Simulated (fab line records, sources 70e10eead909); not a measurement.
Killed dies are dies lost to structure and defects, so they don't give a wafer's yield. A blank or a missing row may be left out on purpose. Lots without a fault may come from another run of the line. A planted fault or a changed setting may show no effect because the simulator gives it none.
fab line records | flow nand_harc
record lots=5 wafers=15 last_day=24
route steps=1159 shown A_CHANNEL_HOLE_D1@456 A_CHANNEL_FILL_D1@490 END@1159
lots that met no fault: from a run of the same line without faults
start_h: hours from the record's first day to the start of the lot's first wafer shown | wait_h: hours since the lot's step before | " the same as in the row above | L1.1+2: a row that stands for several wafers | - no value, or no start given | * or withheld: withheld | < > ~ a bound
route shown NAME@n: a module of which the file shows steps, and the number in the route of the first | usual: mean/standard deviation of fault-free wafers | same: alike in all rows | chamber/n: place in a boat | sites: the reading at each site | _std_site: their standard deviation | _edge_site: outer sites' mean less inner sites' | radius_mm: how far each site lies from the wafer's centre | mask NAME#n: copy n | behind: the tool/chamber that last shaped the wafer | hold: why the lot was held/for how many hours/how that ended | device: the transistor (n, p or np) that didn't switch | end of line: the same wafers' tests at the end of the route | a step without rows: its recipe alone | killed: dies lost to structure and defects at the first sort, not the wafer's yield | map: a wafer's dies, x killed, . not, _ none there
set.NAME: the setting as run; set.NAME@STEP: as run at that earlier step | model.NAME: the simulator's own value behind a step, which no gauge read
lots at some steps of the route; a table a step, a row a wafer
services: from which hour (start_h, from the record's first day; less than 0 if before it) a tool's chamber was out of use, for how many hours, and why
## steps
# step NHARC_A_CHANNEL_HOLE_D1_COAT_04
# recipe spin_rpm=1500 resist_thk_nm=90
# step NHARC_A_CHANNEL_HOLE_D1_SOFTBAKE_05
# recipe temp_c=105 time_s=55
# step NHARC_A_CHANNEL_HOLE_D1_EBR_06
# step NHARC_A_CHANNEL_HOLE_D1_EXPOSE_07
# recipe na=1.35 target_cd_nm=100 sigma_outer=0.3 dose_mj=59.65 mask_id=HOLE_D1
# step NHARC_A_CHANNEL_HOLE_D1_PEB_08
# recipe peb_temp_c=100 peb_time_s=65
# step NHARC_A_CHANNEL_HOLE_D1_DEVELOP_09
# recipe develop_time_s=35 dev_temp_c=23
# step NHARC_A_CHANNEL_HOLE_D1_CD_MEAS_10
# recipe target_cd_nm=100 landing_energy_ev=500
# usual cd_nm=99.9/0.49
# columns lot.wafer tool chamber start_h wait_h cd_nm
L301.1 cd_sem-03 0 192.97 - 99.8
L301.5 " 0 " " 100.1
L301.6 " 0 " " 100.2
L303.3 cd_sem-01 0 201.34 - 100.3
L303.4 " 0 " " 100.7
L303.5 " 0 " " 100.0
L309.3 cd_sem-01 0 234.99 - 100.2
L309.4 " 0 " " 99.3
L309.6 " 0 " " 99.7
L318.3 cd_sem-02 0 293.45 - 99.9
L318.5 " 0 " " 100.7
L318.6 " 0 " " 100.8
L320.1 cd_sem-02 0 297.48 - 99.5
L320.3 " 0 " " 99.3
L320.5 " 0 " " 99.6
# step NHARC_A_CHANNEL_HOLE_D1_OVL_MEAS_11
# usual overlay_x_nm=-0.1/0.73 overlay_y_nm=-0.1/0.88
# columns lot.wafer tool chamber start_h wait_h overlay_x_nm overlay_y_nm
L301.1 overlay-01 - 193.06 - 0.5 -1.2
L301.5 " - " " 0.1 -1.8
L301.6 " - " " 0.3 -1.1
L303.3 overlay-02 - 201.42 - 1.2 1.3
L303.4 " - " " 0.7 1.4
L303.5 " - " " 0.4 1.4
L309.3 overlay-01 - 235.07 - 0.5 -0.6
L309.4 " - " " 0.6 -0.9
L309.6 " - " " 0.1 -0.5
L318.3 overlay-01 - 293.53 - -0.6 -0.2
L318.5 " - " " 0.0 0.0
L318.6 " - " " 0.0 0.1
L320.1 overlay-01 - 297.56 - 0.2 1.7
L320.3 " - " " 0.0 1.8
L320.5 " - " " 0.3 1.5
# step NHARC_A_CHANNEL_HOLE_D1_INSPECT_12
# usual raw_defect_count=5.5/2.5
# columns lot.wafer tool chamber start_h wait_h raw_defect_count
L301.1 defect_inspect-02 - 193.10 0.0 10
L301.5 " - " " 14
L301.6 " - " " 12
L303.3 defect_inspect-01 - 201.46 0.0 4
L303.4 " - " " 5
L303.5 " - " " 9
L309.3 defect_inspect-01 - 235.11 0.0 7
L309.4 " - " " 5
L309.6 " - " " 7
L318.3 defect_inspect-02 - 293.57 0.0 3
L318.5 " - " " 11
L318.6 " - " " 9
L320.1 defect_inspect-01 - 297.60 0.0 5
L320.3 " - " " 1
L320.5 " - " " 2
# step NHARC_A_CHANNEL_HOLE_D1_DESCUM_15
# recipe time_s=3 o2_flow_sccm=200 ar_flow_sccm=0 bias_power_w=0 chemistry=O2
# step NHARC_A_CHANNEL_HOLE_D1_ETCH_38
# recipe target_depth_a=390 over_etch_frac=0.3 time_s=65 ion_energy_ev=80 cf4_flow_sccm=150 ar_flow_sccm=0 rf_w=300 bias_w=100 chemistry=CF4
# usual drypump_motor_current_A=5.5/0.44 oes_product_au=0.996/0.011 rf_vpp_V=151.2/1.4 showerhead_plenum_p_Torr=1.77/0.082 throttle_valve_pct=13.284/0.0095
# columns lot.wafer tool chamber start_h wait_h drypump_motor_current_A oes_product_au rf_hours_counter_h rf_vpp_V showerhead_plenum_p_Torr throttle_valve_pct
L301.1 rie_diel-13 0 193.26 0.1 5.4 1.000 8 153.2 1.83 13.287
L301.5 " 3 " " 5.8 0.995 - 150.7 1.68 13.287
L301.6 " 0 " " 5.4 0.991 - 152.3 1.84 13.282
L303.4 rie_diel-11 1 201.61 0.1 4.9 0.981 0 151.0 1.68 13.271
L303.3 " 3 " " 5.8 0.991 0 149.7 1.71 13.279
L303.5 " 0 " " 5.0 0.999 - 152.9 1.88 13.294
L309.3 rie_diel-11 1 235.25 0.1 4.9 0.988 3 149.0 1.68 13.289
L309.4 " 0 " " 5.0 1.012 2 153.5 1.88 13.274
L309.6 " 1 " " 4.9 0.989 - 150.2 1.68 13.285
L318.3 rie_diel-09 0 293.72 0.1 6.4 1.005 0 151.0 1.69 13.302
L318.6 " 3 " " 5.6 1.004 - 149.6 1.71 13.287
L318.5 " 0 " " 6.4 1.006 - 149.7 1.69 13.294
L320.3 rie_diel-13 1 297.75 0.1 5.2 1.010 0 151.7 1.76 13.293
L320.1 " 3 " " 5.8 1.004 0 150.6 1.67 13.287
L320.5 " 2 " " 5.9 0.988 - 152.8 1.89 13.284
# step NHARC_A_CHANNEL_HOLE_D1_ETCH_39
# recipe target_depth_a=2600 over_etch_frac=0.3 time_s=325 ion_energy_ev=200 n2_flow_sccm=150 h2_flow_sccm=150 ar_flow_sccm=0 rf_w=400 bias_w=150 chemistry=N2/H2
# step NHARC_A_CHANNEL_HOLE_D1_ETCH_34
# recipe target_depth_a=1540 time_s=77 cf4_flow_sccm=100 chf3_flow_sccm=30 ar_flow_sccm=0 rf_w=500 bias_w=200 chemistry=CF4/CHF3
# usual drypump_motor_current_A=5.5/0.46 oes_product_au=0.944/0.026 rf_vpp_V=370.7/2.6 showerhead_plenum_p_Torr=1.58/0.075 throttle_valve_pct=16.803/0.0093
# columns lot.wafer tool chamber start_h wait_h drypump_motor_current_A oes_product_au rf_hours_counter_h rf_vpp_V showerhead_plenum_p_Torr throttle_valve_pct
L301.1 rie_diel-13 3 193.62 - 5.8 0.926 6 370.2 1.49 16.807
L301.6 " 0 " " 5.4 0.926 - 371.4 1.63 16.794
L301.5 " 1 " " 5.2 0.917 - 370.4 1.57 16.773
L303.4 rie_diel-11 3 201.95 - 5.8 0.972 0 368.6 1.52 16.808
L303.3 " 1 " " 4.9 0.947 0 368.0 1.50 16.784
L303.5 " 2 " " 5.4 0.976 - 368.8 1.50 16.796
L309.3 rie_diel-11 3 235.60 - 5.7 0.957 3 371.0 1.52 16.814
L309.4 " 1 " " 4.9 0.979 3 367.0 1.49 16.796
L309.6 " 3 " " 5.8 0.949 - 369.2 1.52 16.813
L318.3 rie_diel-09 1 294.07 - 6.4 0.946 2 373.6 1.66 16.815
L318.5 " 3 " " 5.5 0.987 - 367.5 1.52 16.807
L318.6 " 0 " " 6.3 0.956 - 366.8 1.51 16.797
L320.1 rie_diel-13 3 298.09 - 5.8 0.975 1 368.7 1.49 16.812
L320.3 " 1 " " 5.2 0.963 1 371.5 1.57 16.804
L320.5 " 0 " " 5.4 0.972 - 372.7 1.63 16.810
# step NHARC_A_CHANNEL_HOLE_D1_ETCH_16
# recipe target_depth_a=31000 over_etch_frac=0.3 time_s=806 ion_energy_ev=150 o2_flow_sccm=400 cos_flow_sccm=20 ar_flow_sccm=0 rf_w=500 bias_w=300 chemistry=O2/COS
# usual drypump_motor_current_A=5.5/0.44 oes_product_au=0.996/0.0095 rf_vpp_V=314.1/2.2 showerhead_plenum_p_Torr=3.12/0.15 throttle_valve_pct=28.330/0.0095
# columns lot.wafer tool chamber start_h wait_h drypump_motor_current_A oes_product_au rf_hours_counter_h rf_vpp_V showerhead_plenum_p_Torr throttle_valve_pct
L301.1 rie_diel-13 1 - - 5.2 0.986 7 315.2 3.11 28.349
L301.5 " 2 " " 5.9 0.982 - 317.1 3.34 28.332
L301.6 " 3 " " 5.8 1.001 - 311.1 2.96 28.324
L303.3 rie_diel-11 1 - - 4.9 0.994 0 311.4 2.97 28.316
L303.4 " 3 " " 5.8 1.002 0 312.1 3.02 28.349
L303.5 " 2 " " 5.4 0.993 - 312.0 2.98 28.326
L309.4 rie_diel-11 3 - - 5.8 0.989 3 312.4 3.02 28.334
L309.3 " 0 " " 5.0 1.006 2 316.4 3.31 28.329
L309.6 " 3 " " 5.8 0.990 - 312.5 3.02 28.328
L318.3 rie_diel-09 2 - - 5.2 0.997 2 316.3 3.27 28.330
L318.6 " 1 " " 6.4 0.997 - 316.0 3.29 28.327
L318.5 " 2 " " 5.2 0.979 - 314.5 3.27 28.331
L320.1 rie_diel-13 1 - - 5.2 0.993 1 314.9 3.11 28.336
L320.3 " 2 " " 5.9 0.988 1 318.0 3.34 28.318
L320.5 " 3 " " 5.8 1.005 - 310.9 2.95 28.346
# step NHARC_A_CHANNEL_HOLE_D1_CD_MEAS_18
# usual cd_nm=98.5/2.2
# columns lot.wafer tool chamber start_h wait_h cd_nm
L301.1 cd_sem-02 - 194.27 - 97.1
L301.5 " - " " 98.7
L301.6 " - " " 102.7
L303.3 cd_sem-03 - 202.64 - 98.8
L303.4 " - " " 99.7
L303.5 " - " " 97.7
L309.3 cd_sem-01 - 236.28 - 101.7
L309.4 " - " " 99.7
L309.6 " - " " 99.2
L318.3 cd_sem-02 - 294.74 - 98.4
L318.5 " - " " 97.1
L318.6 " - " " 95.3
L320.1 cd_sem-02 - 298.77 - 98.3
L320.3 " - " " 96.3
L320.5 " - " " 101.6
# step NHARC_A_CHANNEL_HOLE_D1_ETCH_19
# recipe bias_v=1200 source_w=2500 pressure_mtorr=15 time_s=34.5 ar_flow_sccm=375 c4f8_flow_sccm=28.8 o2_flow_sccm=96.2 temp_c=-20 target_depth_a=* chemistry=C4F8/O2/Ar
# step NHARC_A_CHANNEL_HOLE_D1_ETCH_20
# recipe bias_v=3000 source_w=withheld pressure_mtorr=20 time_s=361.9 ar_flow_sccm=375 c4f8_flow_sccm=89.3 o2_flow_sccm=35.7 temp_c=-20 target_depth_a=16000 chemistry=C4F8/O2/Ar
# step NHARC_A_CHANNEL_HOLE_D1_ETCH_21
# recipe bias_v=3000 source_w=withheld pressure_mtorr=20 time_s=514.3 ar_flow_sccm=375 c4f8_flow_sccm=89.3 o2_flow_sccm=35.7 temp_c=-20 target_depth_a=16000 chemistry=C4F8/O2/Ar
# step NHARC_A_CHANNEL_HOLE_D1_ETCH_22
# recipe bias_v=3000 source_w=withheld pressure_mtorr=20 time_s=666.7 ar_flow_sccm=375 c4f8_flow_sccm=89.3 o2_flow_sccm=35.7 temp_c=-20 target_depth_a=16000 chemistry=C4F8/O2/Ar
# step NHARC_A_CHANNEL_HOLE_D1_ETCH_23
# recipe bias_v=5000 source_w=withheld pressure_mtorr=20 time_s=819 ar_flow_sccm=375 c4f8_flow_sccm=89.3 o2_flow_sccm=35.7 temp_c=-20 target_depth_a=16000 chemistry=C4F8/O2/Ar
# step NHARC_A_CHANNEL_HOLE_D1_ETCH_24
# recipe bias_v=5000 source_w=withheld pressure_mtorr=20 time_s=906.2 ar_flow_sccm=375 c4f8_flow_sccm=93.8 o2_flow_sccm=31.2 temp_c=-20 target_depth_a=15000 chemistry=C4F8/O2/Ar
# step NHARC_A_CHANNEL_HOLE_D1_ETCH_25
# recipe bias_v=5000 source_w=withheld pressure_mtorr=20 time_s=1040.2 ar_flow_sccm=375 c4f8_flow_sccm=93.8 o2_flow_sccm=31.2 temp_c=-20 target_depth_a=15000 chemistry=C4F8/O2/Ar
# usual drypump_motor_current_A=5.7/0.45 showerhead_plenum_p_Torr=3.66/0.074 throttle_valve_pct=32.235/0.0092
# columns lot.wafer tool chamber start_h wait_h drypump_motor_current_A rf_hours_counter_h showerhead_plenum_p_Torr throttle_valve_pct
L301.1 har_etch-02 1 197.24 0.6 6.2 113 3.75 32.216
L301.6 " 1 " " 6.2 - 3.75 32.242
L301.5 " 0 " " 5.0 - 3.56 32.234
L303.4 har_etch-01 1 205.89 0.7 5.9 - 3.66 32.236
L303.3 " 0 " " 5.8 - 3.72 32.237
L303.5 " 0 " " 5.8 - 3.72 32.239
L309.3 har_etch-01 0 239.53 0.7 5.8 - 3.72 32.224
L309.4 " 1 " " 5.9 - 3.65 32.242
L309.6 " 1 " " 5.9 - 3.65 32.235
L318.3 har_etch-02 1 298.13 0.7 6.2 - 3.72 32.230
L318.6 " 0 " " 5.0 - 3.54 32.227
L318.5 " 1 " " 6.2 - 3.72 32.230
L320.1 har_etch-01 0 301.74 0.6 5.8 239 3.70 32.238
L320.3 " 0 " " 5.8 - 3.70 32.246
L320.5 " 0 " " 5.8 - 3.70 32.240
# step NHARC_A_CHANNEL_HOLE_D1_ETCH_26
# recipe bias_v=300 source_w=2000 pressure_mtorr=30 time_s=224.1 ar_flow_sccm=375 c4f8_flow_sccm=11.4 o2_flow_sccm=113.6 temp_c=-20 target_depth_a=3000 chemistry=C4F8/O2/Ar
# usual drypump_motor_current_A=5.7/0.45 showerhead_plenum_p_Torr=3.71/0.078 throttle_valve_pct=24.584/0.0098
# columns lot.wafer tool chamber start_h wait_h drypump_motor_current_A rf_hours_counter_h showerhead_plenum_p_Torr throttle_valve_pct
L301.1 har_etch-02 1 198.13 0.7 6.2 113 3.80 24.593
L301.6 " 1 " " 6.2 - 3.80 24.595
L301.5 " 0 " " 5.0 - 3.60 24.597
L303.4 har_etch-01 1 206.55 0.5 5.9 - 3.71 24.578
L303.3 " 0 " " 5.8 - 3.78 24.598
L303.5 " 0 " " 5.8 - 3.78 24.589
L309.3 har_etch-01 0 240.19 0.5 5.8 - 3.77 24.592
L309.4 " 1 " " 5.9 - 3.70 24.573
L309.6 " 1 " " 5.9 - 3.70 24.585
L318.3 har_etch-02 1 298.66 0.4 6.2 - 3.78 24.574
L318.6 " 0 " " 5.0 - 3.58 24.570
L318.5 " 1 " " 6.2 - 3.78 24.591
L320.1 har_etch-01 0 302.63 0.7 5.8 240 3.75 24.562
L320.3 " 0 " " 5.8 - 3.75 24.595
L320.5 " 0 " " 5.8 - 3.75 24.587
# step NHARC_A_CHANNEL_HOLE_D1_ETCH_33
# recipe bias_v=400 source_w=2000 pressure_mtorr=25 time_s=90 ar_flow_sccm=375 c4f8_flow_sccm=41.7 o2_flow_sccm=83.3 temp_c=-20 target_depth_a=4000 chemistry=C4F8/O2/Ar
# usual drypump_motor_current_A=5.7/0.45 showerhead_plenum_p_Torr=3.71/0.076 throttle_valve_pct=27.619/0.0099
# columns lot.wafer tool chamber start_h wait_h drypump_motor_current_A rf_hours_counter_h showerhead_plenum_p_Torr throttle_valve_pct
L301.1 har_etch-02 1 198.33 0.2 6.2 114 3.80 27.643
L301.6 " 1 " " 6.2 - 3.80 27.623
L301.5 " 0 " " 5.0 - 3.60 27.610
L303.4 har_etch-01 1 206.74 0.2 5.9 - 3.70 27.597
L303.3 " 0 " " 5.8 - 3.77 27.632
L303.5 " 0 " " 5.8 - 3.77 27.613
L309.3 har_etch-01 0 240.38 0.2 5.8 - 3.76 27.631
L309.4 " 1 " " 5.9 - 3.69 27.622
L309.6 " 1 " " 5.9 - 3.69 27.629
L318.3 har_etch-02 1 298.85 0.2 6.2 - 3.77 27.630
L318.6 " 0 " " 5.0 - 3.57 27.634
L318.5 " 1 " " 6.2 - 3.77 27.629
L320.1 har_etch-01 0 302.82 0.2 5.8 240 3.74 27.610
L320.3 " 0 " " 5.8 - 3.74 27.613
L320.5 " 0 " " 5.8 - 3.74 27.625
# step NHARC_A_CHANNEL_HOLE_D1_STRIP_41
# recipe n2_flow_sccm=150 h2_flow_sccm=150 ar_flow_sccm=0 bias_w=0 chemistry=N2/H2
# step NHARC_A_CHANNEL_HOLE_D1_STRIP_42
# recipe cf4_flow_sccm=100 chf3_flow_sccm=30 ar_flow_sccm=0 bias_w=0 chemistry=CF4/CHF3
# step NHARC_A_CHANNEL_HOLE_D1_STRIP_43
# recipe o2_flow_sccm=400 cos_flow_sccm=20 ar_flow_sccm=0 bias_w=0 chemistry=O2/COS
# step NHARC_A_CHANNEL_HOLE_D1_ETCH_44
# recipe target_depth_a=1400 overetch_a=140 time_s=77 ion_energy_ev=100 cf4_flow_sccm=80 o2_flow_sccm=20 ar_flow_sccm=0 rf_w=300 bias_w=100 chemistry=CF4/O2
# step NHARC_A_CHANNEL_HOLE_D1_STRIP_27
# recipe o2_flow_sccm=500 ar_flow_sccm=0 bias_w=0 chemistry=O2
# step NHARC_A_CHANNEL_HOLE_D1_PRECLEAN_28
# recipe time_s=* temp_c=50 bath_age_min=0 chemistry=SC1
# step NHARC_A_CHANNEL_HOLE_D1_SRD_29
# step NHARC_A_CHANNEL_HOLE_D1_CD_MEAS_30
# usual cd_nm=89.9/1.3
# columns lot.wafer tool chamber start_h wait_h cd_nm
L301.1 cd_sem-01 - 199.88 - 90.8
L301.5 " - " " 89.2
L301.6 " - " " 90.2
L303.3 cd_sem-01 - 208.23 - 89.9
L303.4 " - " " 89.7
L303.5 " - " " 89.8
L309.3 cd_sem-03 - 241.87 - 90.8
L309.4 " - " " 91.1
L309.6 " - " " 90.4
L318.3 cd_sem-02 - 300.34 0.1 90.5
L318.5 " - " " 90.9
L318.6 " - " " 91.1
L320.1 cd_sem-02 - 304.37 - 90.7
L320.3 " - " " 90.6
L320.5 " - " " 90.0
# step NHARC_A_CHANNEL_HOLE_D1_XSEM_31
# recipe landing_energy_ev=35000
# step NHARC_A_CHANNEL_HOLE_D1_INSPECT_40
# usual raw_defect_count=59/17
# columns lot.wafer tool chamber start_h wait_h raw_defect_count
L301.1 defect_inspect-02 - 200.07 - 66
L301.5 " - " " 76
L301.6 " - " " 71
L303.3 defect_inspect-02 - 208.41 - 107
L303.4 " - " " 86
L303.5 " - " " 107
L309.3 defect_inspect-01 - 242.05 - 68
L309.4 " - " " 979
L309.6 " - " " 51
L318.3 defect_inspect-01 - 300.53 - 50
L318.5 " - " " 52
L318.6 " - " " 47
L320.1 defect_inspect-01 - 304.57 - 69
L320.3 " - " " 78
L320.5 " - " " 85
# step NHARC_A_CHANNEL_FILL_D1_PRECLEAN_00
# recipe time_s=* temp_c=50 bath_age_min=0 chemistry=SC1
# step NHARC_END_SORT_01
# recipe temp_c=25
# usual killed_at_array=27/9.9 killed_at_other=0.6/0.84 killed_at_periphery=3.7/2.5 killed_dies=31/9.9 killed_open=3.0/1.6 killed_short=1.9/1.2
# same gross_dies=677
# columns lot.wafer tool chamber start_h wait_h killed_at_array killed_at_other killed_at_periphery killed_dies killed_open killed_short
L309.4 prober-01 0 496.05 3.4 67 0 5 72 3 1
# killed by level:class
L309.4 A_CHANNEL_HOLE_D1:unspecified=35 A_CHANNEL_HOLE_D1:chamber_film_flake=14 A_CONTACT:chamber_film_flake=13 A_WL_FILL:chamber_film_flake=3 P_M0:geometric_particle:open=2 P_CONTACT:geometric_particle:open=1 A_ONON_D1:geometric_particle:short=1 P_ZERO_WELL:chamber_film_flake=1
# map L309.4 (x killed, . not)
____________.____________
_________xxx...._________
_______xxxxx..x..._______
______xxxxxx.......______
_____xxxxx.........._____
____xxxxx.x..........____
____xxxxxx...........____
___..xx...............___
___...x..x............___
__.....................__
__.....................__
_......................._
_......................._
_......................._
_......x................_
_......................._
.x......x................
...x..x..................
..xx.xx..................
...............x.........
...xx.x.x............x...
_.......x....x......x..._
_x..xx....x............._
_.....x.........x......._
_..xx...x..............._
_..x.....x.............._
__.....x.x.............__
__...x....x............__
___..x................___
___x.x................___
____.................____
____.................____
_____..............._____
______.............______
_______..........._______
_________......._________
____________.____________
# map L303.3 (x killed, . not)
____________.____________
_________......._________
_______..........._______
______..x.x........______
_____..............._____
____.....x...........____
____.................____
___.............x..x..___
___...............x...___
__...........x.........__
__.................x.x.__
_.................xxx..._
_...................x..._
_......................._
_......................._
_..x.......x............_
........................x
...x.................xx..
..............x.......x..
......x.................x
.....x.................xx
_.....................x._
_x....................x._
_x......................_
_..x.x...........x......_
_..xx..................._
__.....................__
__....x................__
___...........x.......___
___............x......___
____.................____
____.................____
_____..............._____
______.............______
_______..........._______
_________......._________
____________.____________
## services
# columns tool chamber start_h hours kind
rie_diel-11 2 172.02 2.8 repair
rie_diel-13 0 181.79 - clean
rie_diel-13 1 181.79 - clean
rie_diel-13 2 181.79 - clean
rie_diel-13 3 181.79 - clean
rie_diel-09 2 185.09 3.5 repair
rie_diel-11 - 189.50 9.0 pm
rie_diel-11 0 189.50 9.0 vent_cycle
rie_diel-11 1 189.50 9.0 vent_cycle
rie_diel-11 2 189.50 9.0 vent_cycle
rie_diel-11 3 189.50 9.0 vent_cycle
rie_diel-11 0 198.50 - clean
rie_diel-11 1 198.50 - clean
rie_diel-11 2 198.50 - clean
rie_diel-11 3 198.50 - clean
rie_diel-13 0 206.29 - clean
rie_diel-13 1 206.29 - clean
rie_diel-13 2 206.29 - clean
rie_diel-09 1 206.67 8.8 repair
rie_diel-11 0 221.86 9.0 repair
rie_diel-09 0 249.41 38.3 repair
rie_diel-09 - 254.10 9.0 pm
rie_diel-13 - 255.59 2.7 repair
rie_diel-13 - 276.00 9.0 pm
## key
first_sign step=NHARC_A_CHANNEL_HOLE_D1_INSPECT_40 reading=raw_defect_count direction=up sigmas=53 usual=59 struck=979
effect step=NHARC_END_SORT_01 reading=killed_dies direction=up sigmas=4.1 usual=31 struck=72
more_kills_born_at NHARC_A_CHANNEL_HOLE_D1_ETCH_34@rie_diel-11=35
met_at NHARC_A_CHANNEL_HOLE_D1_ETCH_34
struck_wafers L309.4
tester_left_out L309
onset_between 201.95 235.60
fault kind=chamber_particle_source tool=rie_diel-11 chamber=1 onset_h=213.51 steps=NHARC_A_CHANNEL_HOLE_D1_ETCH_34 rate_per_visit_cm2=1.3701
# tester_left_out: of these lots the tester's yield and bins aren't shown, on N5 and GAA mostly nor the transistor test; their killed dies are dies lost to structure and defects alone, not to doping, threshold or leakage, so they don't give the yield
